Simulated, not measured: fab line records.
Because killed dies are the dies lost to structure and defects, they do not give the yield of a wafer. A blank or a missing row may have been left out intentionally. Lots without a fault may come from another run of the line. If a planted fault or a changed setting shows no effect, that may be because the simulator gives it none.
The same fault as seen by 2 desks | flow nand_harc | what lay behind the numbers comes last; until then each desk has only its own

== THE METROLOGY DESK ==
Lot by lot, what the gauges showed, no matter which tool ran the lot: averages of those sampled wafers that carry a number. If a lot's mean is further than 4 standard deviations from the usual mean, the lot is out of limits and carries the mark OUT (the distance appears in the brackets).
Columns: A = cd_nm at NHARC_A_BLC_CD_MEAS_10, usual 100.2 nm
lot  | first seen here | A
L284 | day 23 10:17    | 100.3
L286 | day 24 06:42    | 100.4
L285 | day 24 08:40    | 100.2
L287 | day 24 22:29    | 100.3
L291 | day 26 12:02    | 99.9
L293 | day 27 22:07    | 100.2
L300 | day 30 05:23    | 100.3
L301 | day 30 16:31    | 105.0 (+8.6) OUT
L302 | day 31 14:46    | 100.1
L303 | day 31 21:40    | 104.9 (+8.3) OUT
L304 | day 32 07:38    | 105.1 (+8.7) OUT
This desk finds L301, L303, L304 out of limits, L301 being first, at day 30 16:31 (cd_nm at NHARC_A_BLC_CD_MEAS_10). L284, L286, L285, L287, L291, L293, L300, L302 stayed within limits.

== AT THE TOOL OWNER'S DESK: litho_track-06 ==
The tool's own readings at NHARC_A_BLC_PEB_08 (peb time 65 s): means of the sampled wafers that have a number, for each lot that ran on this tool. If a lot's mean is further than 4 standard deviations from the usual mean, the lot is out of limits and carries the mark OUT (the distance appears in the brackets).
Columns: A = resist_line_temp_C at NHARC_A_BLC_PEB_08, usual 23.04 C
lot  | first seen here | A
L284 | day 23 10:12    | 22.99
L286 | day 24 06:38    | 23.07
L285 | day 24 08:35    | 23.02
L293 | day 27 22:02    | 23.14
L300 | day 30 05:18    | 23.18
L301 | day 30 16:27    | 23.00
L303 | day 31 21:35    | 23.02
L304 | day 32 07:34    | 23.19
Result from this desk: across the 8 lots, nothing is out of limits.

== BROUGHT TOGETHER ==
L301, L303, L304 would have let the metrology desk raise an alarm at day 30 16:31.
Nothing out of limits was seen by the tool owner's desk.
The tool owner's desk has L301, L303, L304 on record, within its limits.
Of the lots named, all ran NHARC_A_BLC_PEB_08 on litho_track-06.

== WHAT THE SIMULATOR HAD INSERTED ==
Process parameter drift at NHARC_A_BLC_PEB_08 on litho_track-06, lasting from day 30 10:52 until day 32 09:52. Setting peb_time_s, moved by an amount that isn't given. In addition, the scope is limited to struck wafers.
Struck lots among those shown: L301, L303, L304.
Per desk, hours elapsed from the start of the fault to the first reading out of limits: for the metrology desk, 6.
